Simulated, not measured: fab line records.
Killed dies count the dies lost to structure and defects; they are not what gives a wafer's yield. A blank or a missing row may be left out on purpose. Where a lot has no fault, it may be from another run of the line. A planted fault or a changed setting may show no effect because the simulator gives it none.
Check for tools in common	flow nandHarc	45 wafers sampled across 15 lots

== WHAT PROMPTED THE OPENING ==
At NHARC_A_WL_FILL_INSPECT_15 the reading rawDefectCount is flagged on 3 of 15 lots. Fault-free wafers read 474, with a standard deviation of 100.
Rule: a lot gets a flag if all its wafers with a number sit over 4 standard deviations from that mean, or if no wafer of it has a number. As for the other lots, they are considered sound.

lot	measured	on	rawDefectCount, wafer by wafer	flag
L304	day 21 11:05	defectInspect-01	456 412 372	
L306	day 21 21:16	defectInspect-01	359 437 302	
L312	day 24 10:59	defectInspect-01	2352 2386 2411	FLAGGED
L311	day 24 11:04	defectInspect-02	2467 2485 2447	FLAGGED
L315	day 25 15:34	defectInspect-02	2461 2375 2372	FLAGGED
L313	day 25 15:35	defectInspect-01	608 475 364	
L317	day 26 04:28	defectInspect-02	276 389 495	
L318	day 26 10:27	defectInspect-02	386 545 456	
L319	day 26 15:11	defectInspect-02	329 597 646	
L322	day 28 04:36	defectInspect-02	506 493 485	
L323	day 29 05:14	defectInspect-02	356 490 511	
L324	day 29 05:19	defectInspect-01	376 618 331	
L325	day 29 09:51	defectInspect-01	437 335 611	
L326	day 29 12:28	defectInspect-02	452 462 444	
L327	day 30 17:01	defectInspect-01	591 524 557	
The numbers of the flagged lots are 2417 on average: +1943 against the usual, or +19 standard deviations.

== EACH LOT AND THE TOOL IT RAN ON ==
The record holds 3 process steps before the reading, out of a route of 1302 steps. Each cell gives the tool, then ch followed by the chambers the sampled wafers passed through, then the start.
lot	flag	NHARC_A_WL_FILL_ALD_10	NHARC_A_WL_FILL_ALD_19	NHARC_A_WL_FILL_CMP_12
L304		aldHk-02 ch 0,2, day 21 00:20	aldMetal-02 ch 0,1, day 21 10:11	cmp-04 ch 0,3, day 21 10:38
L306		aldHk-03 ch 0,1,3, day 21 10:06	aldMetal-01 ch 1,2,3, day 21 20:26	cmp-02 ch 0,2,3, day 21 20:50
L312	FLAGGED	aldHk-02 ch 1,2,3, day 23 23:50	aldMetal-01 ch 0,1,3, day 24 10:08	cmp-04 ch 0,1,3, day 24 10:32
L311	FLAGGED	aldHk-03 ch 1,2,3, day 23 23:50	aldMetal-02 ch 1,2,3, day 24 10:16	cmp-01 ch 2,3, day 24 10:36
L315	FLAGGED	aldHk-02 ch 0,3, day 25 04:23	aldMetal-03 ch 0,1,2, day 25 14:47	cmp-01 ch 0,1, day 25 15:06
L313		aldHk-03 ch 1,2,3, day 25 05:45	aldMetal-01 ch 0,1,3, day 25 14:44	cmp-04 ch 0,1,2, day 25 15:07
L317		aldHk-04 ch 0,1,3, day 25 17:56	aldMetal-02 ch 0,2,3, day 26 03:38	cmp-01 ch 1,3, day 26 03:59
L318		aldHk-03 ch 0,2,3, day 26 00:20	aldMetal-03 ch 0,1, day 26 09:33	cmp-01 ch 0,1,2, day 26 10:00
L319		aldHk-04 ch 2,3, day 26 04:28	aldMetal-01 ch 0,1,3, day 26 14:23	cmp-02 ch 0,2,3, day 26 14:47
L322		aldHk-03 ch 1,3, day 27 18:24	aldMetal-02 ch 0,1, day 28 03:46	cmp-04 ch 1,2,3, day 28 04:11
L323		aldHk-03 ch 0,2,3, day 28 18:09	aldMetal-01 ch 0,2,3, day 29 04:26	cmp-04 ch 0,2, day 29 04:49
L324		aldHk-04 ch 0,2, day 28 18:19	aldMetal-02 ch 0,1, day 29 04:24	cmp-02 ch 0,2,3, day 29 04:49
L325		aldHk-03 ch 0,2,3, day 29 00:16	aldMetal-03 ch 1,3, day 29 08:59	cmp-01 ch 1,2,3, day 29 09:26
L326		aldHk-02 ch 0,1, day 28 23:09	aldMetal-01 ch 0,1,3, day 29 11:38	cmp-01 ch 1,2,3, day 29 12:01
L327		aldHk-03 ch 1,2,3, day 30 05:45	aldMetal-03 ch 0,2,3, day 30 16:00	cmp-01 ch 0,2,3, day 30 16:32
What the steps here do:
- NHARC_A_WL_FILL_ALD_10: deposits SiO2, target thk 50 nm, pulse time 10 s, ald cycles 500.
- NHARC_A_WL_FILL_ALD_19: deposits TiN, target thk 2 nm, pulse time 3 s, ald cycles 100.
- NHARC_A_WL_FILL_CMP_12: polishes, t overpolish 30 s, target thk 100 nm.
- NHARC_A_WL_FILL_INSPECT_15

== FLAGGED AGAINST TOTAL, ONE TOOL AT A TIME (gauges that did the reading follow at the end) ==
step	tool	lots run	flagged	share of the flagged lots	sound lots run after its first flagged lot
NHARC_A_WL_FILL_ALD_10	aldHk-02	4	2	some	1 (L326)
NHARC_A_WL_FILL_ALD_10	aldHk-03	8	1	some	6 (L313,L318,L322,L323,L325,L327)
NHARC_A_WL_FILL_ALD_10	aldHk-04	3	0	none	-
NHARC_A_WL_FILL_ALD_19	aldMetal-01	6	1	some	4 (L313,L319,L323,L326)
NHARC_A_WL_FILL_ALD_19	aldMetal-02	5	1	some	3 (L317,L322,L324)
NHARC_A_WL_FILL_ALD_19	aldMetal-03	4	1	some	3 (L318,L325,L327)
NHARC_A_WL_FILL_CMP_12	cmp-01	7	2	some	5 (L317,L318,L325,L326,L327)
NHARC_A_WL_FILL_CMP_12	cmp-02	3	0	none	-
NHARC_A_WL_FILL_CMP_12	cmp-04	5	1	some	3 (L313,L322,L323)
NHARC_A_WL_FILL_INSPECT_15	defectInspect-01	7	1	some	4 (L313,L324,L325,L327)
NHARC_A_WL_FILL_INSPECT_15	defectInspect-02	8	2	some	6 (L317,L318,L319,L322,L323,L326)

== WHAT IS ALLOWED BY THE TABLE ==
No row of the table ran every flagged lot.

== WHAT WAS PUT IN BY THE SIMULATOR ==
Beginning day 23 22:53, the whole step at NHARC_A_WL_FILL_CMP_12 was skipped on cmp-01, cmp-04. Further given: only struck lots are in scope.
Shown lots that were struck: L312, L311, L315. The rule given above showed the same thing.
